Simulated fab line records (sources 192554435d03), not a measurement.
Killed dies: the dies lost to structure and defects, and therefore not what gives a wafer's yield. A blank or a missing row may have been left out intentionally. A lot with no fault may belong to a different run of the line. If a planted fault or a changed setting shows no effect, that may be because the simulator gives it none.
Lot-split experiment + flow n5 finfet + 21 wafers read across 7 lots, on a route 1938 steps long

== THE SPLIT ITSELF ==
At N5_BEOL_M2_EXPOSE_08 (exposes mask M2), the setting dose mj was moved away from the recipe's 41.25 on 3 of the 21 wafers read, by -4.1% to +3.3%. For the rest of the wafers, this setting stayed at what the recipe calls for.

== FROM THE SPLIT TO THE READING: what the file shows between them, 3 steps ==
- N5_BEOL_M2_PEB_09: peb time 60 s
- N5_BEOL_M2_DEVELOP_10: develop time 30 s
- N5_BEOL_M2_DESCUM_16: chemistry O2, time 7 s

== THE READING ==
BEOL_M2.cd offset nm (the simulator's own value, which no gauge read), in nm, at N5_BEOL_M2_ETCH_74 (etches underlayer in N2/H2, target depth 6.5 nm, time 5.2 s). The file gives no usual value for it. Across the 18 wafers here that went through the recipe, the average is 0.1 nm and the standard deviation 0.24 nm.

| wafer  | tool, chamber at the split | dose mj as run | against the recipe | BEOL_M2.cd offset nm, nm | against lot-mates on the recipe |
|--------|----------------------------|----------------|--------------------|--------------------------|---------------------------------|
| L076.1 | euv scanner-02, 0          | 41.25          | recipe             | 0                        | -                               |
| L076.5 | euv scanner-02, 0          | 41.25          | recipe             | 0                        | -                               |
| L076.2 | euv scanner-02, 0          | 41.25          | recipe             | -0.4                     | -                               |
| L077.2 | euv scanner-01, 0          | 41.25          | recipe             | 0                        | -                               |
| L077.4 | euv scanner-01, 0          | 41.25          | recipe             | 0                        | -                               |
| L077.3 | euv scanner-01, 0          | 41.25          | recipe             | 0.2                      | -                               |
| L085.2 | euv scanner-02, 0          | 39.55          | -4.1%              | -0.8                     | -1.1                            |
| L085.3 | euv scanner-02, 0          | 41.25          | recipe             | 0.2                      | -                               |
| L085.5 | euv scanner-02, 0          | 41.25          | recipe             | 0.4                      | -                               |
| L089.1 | euv scanner-01, 0          | 41.25          | recipe             | 0.4                      | -                               |
| L089.4 | euv scanner-01, 0          | 41.25          | recipe             | 0                        | -                               |
| L089.5 | euv scanner-01, 0          | 41.25          | recipe             | 0.2                      | -                               |
| L094.2 | euv scanner-01, 0          | 42.62          | +3.3%              | 1                        | +0.8                            |
| L094.4 | euv scanner-01, 0          | 41.25          | recipe             | 0.2                      | -                               |
| L094.6 | euv scanner-01, 0          | 42.62          | +3.3%              | 0.8                      | +0.6                            |
| L096.2 | euv scanner-02, 0          | 41.25          | recipe             | 0.2                      | -                               |
| L096.5 | euv scanner-02, 0          | 41.25          | recipe             | 0.2                      | -                               |
| L096.6 | euv scanner-02, 0          | 41.25          | recipe             | 0.2                      | -                               |
| L097.2 | euv scanner-01, 0          | 41.25          | recipe             | 0                        | -                               |
| L097.4 | euv scanner-01, 0          | 41.25          | recipe             | -0.4                     | -                               |
| L097.5 | euv scanner-01, 0          | 41.25          | recipe             | -0.4                     | -                               |

FIT RESULTS
A straight line over all 21 wafers: BEOL_M2.cd offset nm changes by +0.233 nm for each +1% of dose mj; r = +0.82; the points scatter about the line by 0.24 nm.
The same after taking each lot's own level away (the mean of its wafers on the recipe; 21 wafers): +0.236 nm for each +1%; r = +0.92; scatter 0.14 nm.
According to that fit, moving dose mj by its largest amount changes the reading by 0.97 nm.
Across the lots, their own levels run from -0.27 to 0.30 nm, a range of 2.4 times the standard deviation given above.
Consequently the slope shifts little with the lot-to-lot level, the two slopes agreeing.
Check: -0.869 nm against its lot-mates is what the line predicts for one of the wafers moved furthest among these (-4.1%) when that wafer is left out of the fit. It came out at -1.1 nm against them.

== OTHER SPLITS APPLIED TO THESE WAFERS ==
These wafers also went through other splits before the reading. Each is held against what the fit with the lots' levels taken away leaves over:
| other split on the same wafers        | wafers away from the commonest value | r with BEOL_M2.cd offset nm (lot level and that fit taken away) |
|---------------------------------------|--------------------------------------|-----------------------------------------------------------------|
| N5_HKMG_FIN_CVD_62 temp c             | 9                                    | +0.26                                                           |
| N5_HKMG_FIN_ETCH_35 time s            | 7                                    | -0.32                                                           |
| N5_MOL_CONTACT_COAG_COAT_58 spin rpm  | 8                                    | +0.21                                                           |
| N5_MOL_CONTACT_COAG_ETCH_105 bias w   | 8                                    | +0.30                                                           |
| N5_MOL_CONTACT_COAG_ALD_27 ald cycles | 7                                    | -0.45                                                           |
| N5_BEOL_M0_SAQP_ETCH_107 bias w       | 3                                    | +0.14                                                           |
| N5_BEOL_M0_DEP_125 time s             | 7                                    | -0.08                                                           |
| N5_BEOL_M1_PECVD_72 time s            | 7                                    | +0.05                                                           |
| N5_BEOL_M1_SPUTTER_79 time s          | 9                                    | +0.23                                                           |

== THE FILE'S OWN FIT ==
BEOL_M2.cd offset nm changes by +0.245 nm for each +1% of dose mj, r = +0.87.
